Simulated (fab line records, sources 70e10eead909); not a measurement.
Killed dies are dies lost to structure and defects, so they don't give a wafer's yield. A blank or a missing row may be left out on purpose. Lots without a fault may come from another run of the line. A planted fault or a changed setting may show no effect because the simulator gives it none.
Which tool did it? | flow nand_harc | 14 lots, 42 wafers sampled, at 6 steps of a route of 1302

WHAT THE GAUGES READ, wafer by wafer
NHARC_A_SOURCE_PLATE_THK_MEAS_09: measures by ellipsometry.
lot  | measured     | on            | thk_nm (nm)
L108 | day 7 04:02  | film_metro-02 | 9.2 9.6 9.6
L110 | day 7 23:28  | film_metro-02 | 8.0 10.4 11.0
L111 | day 8 04:41  | film_metro-02 | 8.0 10.3 8.2
L112 | day 8 15:40  | film_metro-01 | 10.1 9.6 8.7
L113 | day 9 01:53  | film_metro-01 | 9.7 9.7 9.5
L115 | day 10 01:46 | film_metro-02 | 7.5 9.5 9.5
L116 | day 10 09:42 | film_metro-01 | 9.1 7.9 9.8
L118 | day 11 09:54 | film_metro-02 | 8.5 10.9 10.6
L120 | day 11 22:33 | film_metro-02 | 11.3 8.8 9.9
L121 | day 12 10:52 | film_metro-01 | 7.2 8.1 8.8
L122 | day 13 12:25 | film_metro-02 | 8.9 9.1 9.6
L123 | day 13 12:26 | film_metro-01 | 9.2 9.7 9.9
L126 | day 14 15:14 | film_metro-01 | 9.7 8.7 9.6
L127 | day 15 06:56 | film_metro-01 | 9.8 10.9 10.6

NHARC_A_ONON_D1_THK_MEAS_05: measures by ellipsometry.
lot  | measured     | on            | thk_nm (nm)
L108 | day 7 18:11  | film_metro-01 | 990 993 991
L110 | day 8 13:12  | film_metro-01 | 1002 1002 1001
L111 | day 8 21:25  | film_metro-02 | 999 998 999
L112 | day 9 05:59  | film_metro-01 | 995 995 994
L113 | day 9 16:07  | film_metro-02 | 993 992 993
L115 | day 10 19:32 | film_metro-02 | 1003 1003 1003
L116 | day 10 23:39 | film_metro-02 | 992 994 993
L118 | day 11 23:58 | film_metro-02 | 1010 1010 1011
L120 | day 12 14:29 | film_metro-01 | 1002 1002 1004
L121 | day 13 00:28 | film_metro-02 | 992 994 994
L122 | day 14 03:07 | film_metro-02 | 992 992 993
L123 | day 14 02:58 | film_metro-02 | 1018 1019 1019
L126 | day 15 05:34 | film_metro-01 | 456 455 454 452 454 454
L127 | day 15 23:49 | film_metro-01 | 455 456 455 454 456 458

NHARC_A_ONON_D1_THK_MEAS_14: measures by ellipsometry.
lot  | measured     | on            | thk_nm (nm)
L108 | day 7 19:54  | film_metro-02 | 1016 1015 1017
L110 | day 8 14:54  | film_metro-02 | 986 986 984
L111 | day 8 23:07  | film_metro-02 | 1007 1008 1007
L112 | day 9 07:44  | film_metro-01 | 998 997 996
L113 | day 9 17:48  | film_metro-02 | 996 995 993
L115 | day 10 21:14 | film_metro-02 | 995 997 997
L116 | day 11 01:21 | film_metro-01 | 996 999 997
L118 | day 12 01:40 | film_metro-02 | 998 997 997
L120 | day 12 16:13 | film_metro-02 | 1008 1006 1007
L121 | day 13 02:10 | film_metro-02 | 1000 1000 1000
L122 | day 14 04:49 | film_metro-01 | 996 995 995
L123 | day 14 04:40 | film_metro-01 | 1002 1002 1002

NHARC_A_ONON_D1_THK_MEAS_21: measures by ellipsometry.
lot  | measured     | on            | thk_nm (nm)
L108 | day 8 05:40  | film_metro-02 | 1008 1008 1010
L110 | day 9 02:10  | film_metro-01 | 1007 1006 1008
L111 | day 9 10:27  | film_metro-01 | 1012 1013 1013
L112 | day 9 16:06  | film_metro-02 | 1012 1011 1012
L113 | day 10 04:10 | film_metro-01 | 1004 1005 1004
L115 | day 11 05:37 | film_metro-02 | 985 986 985
L116 | day 11 09:45 | film_metro-01 | 1012 1014 1016
L118 | day 12 10:04 | film_metro-01 | 1009 1008 1009
L120 | day 13 02:17 | film_metro-02 | 1009 1008 1008
L121 | day 13 10:30 | film_metro-01 | 991 990 990
L122 | day 14 13:40 | film_metro-01 | 1003 1004 1003
L123 | day 14 13:37 | film_metro-02 | 997 1000 998

NHARC_END_SORT_01.
lot  | measured     | on        | defect_limited_yield (%) | killed_at_array | killed_at_other | killed_at_periphery | killed_dies | killed_open | killed_short
L118 | day 28 12:23 | prober-02 | 89.7 91.7 91.4           | 67 49 51        | 0 1 0           | 3 6 7               | 70 56 58    | 3 2 2       | 2 2 5
L121 | day 29 03:23 | prober-02 | 86.7 86.3 85.1           | 78 88 96        | 0 0 0           | 12 5 5              | 90 93 101   | 5 2 2       | 1 1 2
L122 | day 31 13:26 | prober-01 | 88.6 88.6 90.7           | 71 70 60        | 1 0 0           | 5 7 3               | 77 77 63    | 3 1 5       | 4 3 2
L123 | day 30 19:26 | prober-01 | 94.1 90.5 92.8           | 36 59 43        | 3 4 3           | 1 1 3               | 40 64 49    | 0 0 4       | 1 3 3

WHICH TOOL RAN EACH LOT (tool, then ch and the chambers of the sampled wafers, then the start)
lot  | NHARC_A_ONON_D1_DEP_03
L108 | pecvd_onon-02 ch 0, day 7 17:40
L110 | pecvd_onon-02 ch 0, day 8 12:45
L111 | pecvd_onon-03 ch 0, day 8 20:58
L112 | pecvd_onon-04 ch 0, day 9 05:29
L113 | pecvd_onon-02 ch 0, day 9 15:43
L115 | pecvd_onon-02 ch 0, day 10 19:01
L116 | pecvd_onon-04 ch 0, day 10 23:16
L118 | pecvd_onon-02 ch 0, day 11 23:31
L120 | pecvd_onon-02 ch 0, day 12 13:59
L121 | pecvd_onon-02 ch 0, day 13 00:01
L122 | pecvd_onon-02 ch 0, day 14 02:40
L123 | pecvd_onon-03 ch 0, day 14 02:35
L126 | pecvd_onon-03 ch 0, day 15 05:03
L127 | pecvd_onon-03 ch 0, day 15 23:26
- NHARC_A_ONON_D1_DEP_03: target thk 1000 nm.

WHAT THE TOOLS THEMSELVES READ (means of the sampled wafers that have a number; where no wafer has one, the mark that the record gives instead)
NHARC_A_ONON_D1_DEP_03.
lot  | tool          | sih4_flow_sccm (sccm)
L108 | pecvd_onon-02 | 210.3
L110 | pecvd_onon-02 | 209.9
L111 | pecvd_onon-03 | 210.6
L112 | pecvd_onon-04 | 210.2
L113 | pecvd_onon-02 | 210.0
L115 | pecvd_onon-02 | 210.6
L116 | pecvd_onon-04 | 209.7
L118 | pecvd_onon-02 | 210.3
L120 | pecvd_onon-02 | 209.2
L121 | pecvd_onon-02 | 210.2
L122 | pecvd_onon-02 | 209.8
L123 | pecvd_onon-03 | 209.9
L126 | pecvd_onon-03 | 209.6
L127 | pecvd_onon-03 | 210.2

THE ANSWER, worked out from the rows above alone
Rule: what is usual is taken from the lots themselves. Put in order of their means at a reading, lots are off if they are a third of the lots or fewer, leave a main group of 4 or more, and stand apart from it by a gap of 3 or more times the standard deviation of the main group's means; of several such gaps the widest counts. A main group whose means are all the same, to the digits that the tables above print for the reading, isn't used. A lot without any number at a reading at which 4 lots or more have one is off too. The other lots that the step has rows for count as sound. The gauges are gone through in route order, then the tools' own readings, and for those a lot's mean is taken as printed above. The first step at which some lot is off is used, and at that step the reading that is off furthest; a lot without a number counts as furthest.
Off: L126, L127, at NHARC_A_ONON_D1_THK_MEAS_05 (thk_nm). The main group: mean 999 nm, standard deviation 8.1.
A tool fits if, at a process step before that reading, it ran every lot that is off, and no sound lot after the first of them. The gauges at NHARC_A_ONON_D1_THK_MEAS_05 are tried like those tools. Can't be told from this: 2 tools fit, pecvd_onon-03 at NHARC_A_ONON_D1_DEP_03, film_metro-01 at NHARC_A_ONON_D1_THK_MEAS_05.

WHAT THE SIMULATOR HAD PUT IN
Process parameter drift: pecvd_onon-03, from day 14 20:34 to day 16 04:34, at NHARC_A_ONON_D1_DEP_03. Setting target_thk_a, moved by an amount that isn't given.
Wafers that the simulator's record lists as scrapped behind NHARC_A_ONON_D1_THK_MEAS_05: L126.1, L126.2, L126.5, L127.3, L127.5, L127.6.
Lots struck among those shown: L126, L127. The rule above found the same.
